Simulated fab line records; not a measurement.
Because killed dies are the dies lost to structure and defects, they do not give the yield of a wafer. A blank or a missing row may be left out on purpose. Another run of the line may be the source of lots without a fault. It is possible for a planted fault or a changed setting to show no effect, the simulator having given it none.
Split-lot study / flow n5-finfet / 7 lots, 21 wafers read, on a route of 1938 steps

== ON THE SPLIT ==
At N5_SDB_STRIP_22 (strips in N2/H2), the setting power-w was moved away from the recipe's 1000 W on 8 of the 21 wafers read, by -13.7% to +16.4%. This setting was run at the recipe's value on the other wafers.

The reading is taken at the split's own step.

== THE READING ==
oes-product-au, in a.u., at N5_SDB_STRIP_22 (strips in N2/H2). Fault-free wafers of this fab line usually give 0.715 a.u., standard deviation 0.0046 a.u.

wafer=L076.1; tool, chamber at the split=plasma-asher-02, 0; power-w as run, W=1000; against the recipe=recipe; oes-product-au, a.u.=0.710; against lot-mates on the recipe=-
wafer=L076.2; tool, chamber at the split=plasma-asher-02, 1; power-w as run, W=862.9; against the recipe=-13.7%; oes-product-au, a.u.=0.684; against lot-mates on the recipe=-0.026
wafer=L076.4; tool, chamber at the split=plasma-asher-02, 1; power-w as run, W=862.9; against the recipe=-13.7%; oes-product-au, a.u.=0.687; against lot-mates on the recipe=-0.023
wafer=L079.2; tool, chamber at the split=plasma-asher-02, 1; power-w as run, W=1116; against the recipe=+11.6%; oes-product-au, a.u.=0.744; against lot-mates on the recipe=+0.022
wafer=L079.5; tool, chamber at the split=plasma-asher-02, 1; power-w as run, W=1116; against the recipe=+11.6%; oes-product-au, a.u.=0.739; against lot-mates on the recipe=+0.017
wafer=L079.6; tool, chamber at the split=plasma-asher-02, 0; power-w as run, W=1000; against the recipe=recipe; oes-product-au, a.u.=0.722; against lot-mates on the recipe=-
wafer=L080.1; tool, chamber at the split=plasma-asher-01, 1; power-w as run, W=1000; against the recipe=recipe; oes-product-au, a.u.=0.718; against lot-mates on the recipe=-
wafer=L080.4; tool, chamber at the split=plasma-asher-01, 0; power-w as run, W=1000; against the recipe=recipe; oes-product-au, a.u.=0.717; against lot-mates on the recipe=-
wafer=L080.6; tool, chamber at the split=plasma-asher-01, 1; power-w as run, W=1000; against the recipe=recipe; oes-product-au, a.u.=0.718; against lot-mates on the recipe=-
wafer=L092.4; tool, chamber at the split=plasma-asher-01, 1; power-w as run, W=1164; against the recipe=+16.4%; oes-product-au, a.u.=0.756; against lot-mates on the recipe=+0.045
wafer=L092.5; tool, chamber at the split=plasma-asher-01, 1; power-w as run, W=1164; against the recipe=+16.4%; oes-product-au, a.u.=0.757; against lot-mates on the recipe=+0.046
wafer=L092.6; tool, chamber at the split=plasma-asher-01, 0; power-w as run, W=1000; against the recipe=recipe; oes-product-au, a.u.=0.711; against lot-mates on the recipe=-
wafer=L093.2; tool, chamber at the split=plasma-asher-02, 1; power-w as run, W=1110; against the recipe=+11.0%; oes-product-au, a.u.=0.743; against lot-mates on the recipe=+0.041
wafer=L093.3; tool, chamber at the split=plasma-asher-02, 0; power-w as run, W=1000; against the recipe=recipe; oes-product-au, a.u.=0.702; against lot-mates on the recipe=-
wafer=L093.4; tool, chamber at the split=plasma-asher-02, 1; power-w as run, W=1110; against the recipe=+11.0%; oes-product-au, a.u.=0.744; against lot-mates on the recipe=+0.042
wafer=L094.4; tool, chamber at the split=plasma-asher-01, 1; power-w as run, W=1000; against the recipe=recipe; oes-product-au, a.u.=0.713; against lot-mates on the recipe=-
wafer=L094.5; tool, chamber at the split=plasma-asher-01, 1; power-w as run, W=1000; against the recipe=recipe; oes-product-au, a.u.=0.717; against lot-mates on the recipe=-
wafer=L094.6; tool, chamber at the split=plasma-asher-01, 0; power-w as run, W=1000; against the recipe=recipe; oes-product-au, a.u.=0.711; against lot-mates on the recipe=-
wafer=L096.1; tool, chamber at the split=plasma-asher-01, 0; power-w as run, W=1000; against the recipe=recipe; oes-product-au, a.u.=0.720; against lot-mates on the recipe=-
wafer=L096.2; tool, chamber at the split=plasma-asher-01, 1; power-w as run, W=1000; against the recipe=recipe; oes-product-au, a.u.=0.716; against lot-mates on the recipe=-
wafer=L096.4; tool, chamber at the split=plasma-asher-01, 1; power-w as run, W=1000; against the recipe=recipe; oes-product-au, a.u.=0.720; against lot-mates on the recipe=-

FIT RESULTS
A straight line over all 21 wafers: oes-product-au changes by +0.00237 a.u. for each +1% of power-w; r = +0.97; the points scatter about the line by 0.0046 a.u.
The same after taking each lot's own level away (the mean of its wafers on the recipe; 21 wafers): +0.00241 a.u. for each +1%; r = +0.95; scatter 0.0064 a.u.
Per that fit: largest power-w move, reading shift of 0.039 a.u.
Across the lots, their own levels run from 0.7020 to 0.7220 a.u., a range of 4.3 times the standard deviation given above.
Consequently the slope shifts little with the lot-to-lot level, the two slopes agreeing.
Check: for one of the wafers moved furthest among these (+16.4%), held out of the fit, the line's prediction against its lot-mates is +0.0406 a.u. It came out at +0.045 a.u. against them.
Tool readings at the split's step, against how far the setting was moved: oes-product-au r = +0.97; strip-time-to-endpoint-s r = -0.99.

== ADDITIONAL SPLITS CARRIED BY THESE WAFERS ==
Other splits were also applied to these wafers ahead of the reading. Each is held against what the fit with the lots' levels taken away leaves over:
other split on the same wafers=N5_SD_EPI_N_EPI_21 epi-growth-time-s; wafers away from the commonest value=7; r with oes-product-au (lot level and that fit taken away)=-0.02
other split on the same wafers=N5_SDB_ETCH_17 bias-w; wafers away from the commonest value=6; r with oes-product-au (lot level and that fit taken away)=-0.07

== THE WHOLE CHAIN: every reading that the file lists as answering this split, in the file's order ==
step=N5_SDB_STRIP_22; what it does=strips in N2/H2; reading=oes-product-au; change (the file's fit)=+0.00249 a.u. for each +1% of the setting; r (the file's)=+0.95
step=N5_SDB_STRIP_22; what it does=strips in N2/H2; reading=strip-time-to-endpoint-s; change (the file's fit)=withheld for each +1% of the setting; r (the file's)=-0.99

== FILE'S OWN FIT ==
oes-product-au changes by +0.00249 a.u. for each +1% of power-w, r = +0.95.
